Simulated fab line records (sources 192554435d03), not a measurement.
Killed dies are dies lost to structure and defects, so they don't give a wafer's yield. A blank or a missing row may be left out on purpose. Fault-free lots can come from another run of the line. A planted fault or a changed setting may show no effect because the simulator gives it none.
A struck lot beside a sound one ; flow n5Finfet ; 15 steps out of a route of 1938
Sound: wafers L580.1, L580.4, L580.5. Struck: wafers L574.1, L574.4, L574.5. The cause is named last.
Per side, at each step with rows, come the tool, then ch with its chambers, and then its first start. Under that, the readings that differ: sound wafers ; struck wafers ; difference of the means ; sigmas: that difference in standard deviations of wafers without a fault.
alike: a reading whose means differ by less than 2 such deviations, as well as words and numbers matching on both sides. not compared: withheld readings; readings where some wafer has no value; bounds like >300 that might hide an equal value; numbers whose values overlap and for which the record gives no deviation.
A row with sigmas, a row that says differs or no value, or rows on one side alone: a step with any of these is where the two part. Non-overlapping numbers with no deviation appear without sigmas and do not part them. Lack of a reading on every wafer of one side parts them only where that side has two or more wafers.

N5_BEOL_M8_ALD_77: deposits TaN, target thk 2 nm, pulse time 2 s, purge time 3 s.
  sound on aldMetal-02 ch 1,2, day 13 13:25; struck on aldMetal-03 ch 1,3, day 12 10:19
  alike: heaterPowerW, mfcCarrierSccm
N5_BEOL_M8_SURFACE_TREAT_79:
  sound on pvdSputter-02, day 13 13:55; struck on pvdSputter-02, day 12 10:43
  alike: arFlowSccm
  not compared: throttleValvePct
then, 1 step without rows for these wafers: N5_BEOL_M8_CVD_78 (deposits Co from CCTBA/H2, target thk 2 nm, time 142.3 s).
N5_BEOL_M8_SPUTTER_48: material Cu, target thk 10 nm, time 1.667 s.
  sound on pvdSputter-01, day 13 14:09; struck on pvdSputter-03, day 12 10:56
  alike: throttleValvePct
then, 2 steps without rows for these wafers: N5_BEOL_M8_ECD_50 (material Cu, target thk 300 nm); N5_BEOL_M8_ANNEAL_51 (time 90 s).
N5_BEOL_M8_CMP_52: polishes, stops on SiCOH lowk, t overpolish 6.9 s, target thk 80 nm.
  sound on cmp-02 ch 1,2,3, day 13 14:44; struck on cmp-02 ch 0,1,2, day 12 11:48
  alike: barrierFieldEndpointS, motorCurrentA, overpolishRunS, platenRpm, timeToEndpointS
N5_BEOL_M8_THK_MEAS_53: measures by xrf.
  sound on filmMetro-01, day 13 15:00; struck on filmMetro-02, day 12 12:01
  alike: M8_THK
then, 2 steps without rows for these wafers: N5_BEOL_M8_PRE_CLEAN_55 (time 15 s); N5_BEOL_M8_DEP_56 (deposits SiCN from 3MS/NH3, target thk 10 nm, time 17.5 s).
N5_BEOL_M8_RS_MEAS_57: measurement is done with a four-point probe.
  sound on filmMetro-01, day 13 15:08; struck on filmMetro-02, day 12 12:11
  alike: M8_RS
N5_BEOL_M8_INSPECT_58: inspects for defects (darkfield).
  sound on defectInspect-01, day 13 15:09; struck on defectInspect-02, day 12 12:12
  alike: rawDefectCount
N5_BEOL_M9_ILD_DEP_00: deposits SiCOH lowk from DEMS/porogen, target thk 308.51 nm, time 58 s.
  sound on pecvd-04 ch 1,2, day 13 15:11; struck on pecvd-03 ch 0,2, day 12 12:14
reading;sound;struck;difference;sigmas
susceptorTempC (C);300.22 300.14 300.05;297.81 297.83 298.10;-2.22;-10
  alike: heaterPowerW, showerheadPlenumPTorr, throttleValvePct
N5_BEOL_M9_CURE_71: cures SiCOH lowk, time 240 s.
  sound on uvCure-03 ch 0, day 13 15:16; struck on uvCure-01 ch 2, day 12 12:32
reading;sound;struck;difference;sigmas
wafer_temp_C_max;386.5 386.8 386.5;389.0 388.6 387.9;+1.9;+3
  alike: lampPowerPct
N5_PASSIVATION_PROBE_49:
  the record has rows for the sound wafers here (prober-01, day 16 03:47) and none for the struck ones

== WHERE THEY PART ==
Last at N5_PASSIVATION_PROBE_49 as far as this record goes, first at N5_BEOL_M9_ILD_DEP_00.

WHY: what the simulator had put in
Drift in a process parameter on pecvd-03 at N5_BEOL_M9_ILD_DEP_00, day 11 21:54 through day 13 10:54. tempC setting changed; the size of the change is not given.
